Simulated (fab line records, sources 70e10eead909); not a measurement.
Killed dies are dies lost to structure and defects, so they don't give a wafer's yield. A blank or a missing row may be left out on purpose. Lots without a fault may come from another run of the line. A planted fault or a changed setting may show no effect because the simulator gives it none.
Chamber matching | flow nand_harc | NHARC_A_CONTACT_DESCUM_47 on rie_diel-08: 4 sister chambers
The step chemistry O2, time 3 s. 4 wafers are shown with their chamber, then 8 later ones without.

WAFERS WITH THEIR CHAMBER
wafer  | chamber | showerhead_plenum_p_Torr (Torr)
L086.2 | 2       | 2.06
L086.3 | 1       | 1.85
L086.4 | 3       | 1.96
L090.2 | 0       | 1.93

WAFERS WITHOUT THEIR CHAMBER
wafer  | showerhead_plenum_p_Torr (Torr)
L090.3 | 2.05
L090.6 | 2.05
L095.1 | 2.05
L095.4 | 1.93
L095.6 | 2.05
L095.2 | 1.84
L095.3 | 1.95
L095.5 | 1.95

WHICH CHAMBER EACH WENT THROUGH
wafer  | from the rows above     | in truth
L090.3 | 2                       | 2
L090.6 | 2                       | 2
L095.1 | 2                       | 2
L095.4 | 0                       | 0
L095.6 | 2                       | 2
L095.2 | 1                       | 1
L095.3 | can't be placed: 3 or 0 | 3
L095.5 | can't be placed: 3 or 0 | 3
Placed correctly: 6 of 8. Can't be placed from these rows: 2 (the true chamber is among the candidates in 2). Placed wrongly: 0.
How it was worked out, from the rows above alone: a wafer's distance from a chamber is the root of the sum, over the readings, of the square of ((its reading less the chamber's mean) divided by the reading's scatter). The wafer belongs to the nearest chamber; if the next one is less than 2 further off, it can't be placed. A chamber's mean is the mean of its shown wafers. The scatter: with one shown wafer a chamber, the root of the mean of the squares of how far each hidden wafer lies from its nearest shown one.
